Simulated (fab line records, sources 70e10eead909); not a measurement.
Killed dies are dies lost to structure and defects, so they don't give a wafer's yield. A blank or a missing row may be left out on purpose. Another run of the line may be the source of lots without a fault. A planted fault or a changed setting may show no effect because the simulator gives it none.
Matching of chambers    flow nand_harc    NHARC_P_GATE_STRIP_108 on rie_diel-03: 4 sister chambers
The step strips in O2. 4 wafers are shown with their chamber, then 8 later ones without.

== WAFERS WITH THEIR CHAMBER ==
wafer   chamber  showerhead_plenum_p_Torr (Torr)
L361.3  3        3.38
L360.4  0        3.47
L360.5  2        3.31
L364.3  1        3.62

== WAFERS MISSING THEIR CHAMBER ==
wafer   showerhead_plenum_p_Torr (Torr)
L364.5  3.31
L364.6  3.37
L365.1  3.62
L365.3  3.37
L365.6  3.62
L368.1  3.47
L368.4  3.31
L368.5  3.47

== WHICH CHAMBER EACH ONE RAN IN ==
wafer   from the rows above  in truth
L364.5  2                    2
L364.6  3                    3
L365.1  1                    1
L365.3  3                    3
L365.6  1                    1
L368.1  0                    0
L368.4  2                    2
L368.5  0                    0
8 of 8 placed correctly. From these rows, 0 cannot be placed. Wrongly placed: 0.
How it was worked out, from the rows above alone: a wafer's distance from a chamber is the root of the sum, over the readings, of the square of ((its reading less the chamber's mean) divided by the reading's scatter). If the next closest chamber is less than 2 further off than the closest, the wafer can't be placed; otherwise it belongs to the closest. A chamber's mean is the mean of its shown wafers. The scatter (one wafer shown for each chamber): square how far every hidden wafer sits from the nearest shown wafer, average those squares and take the square root.
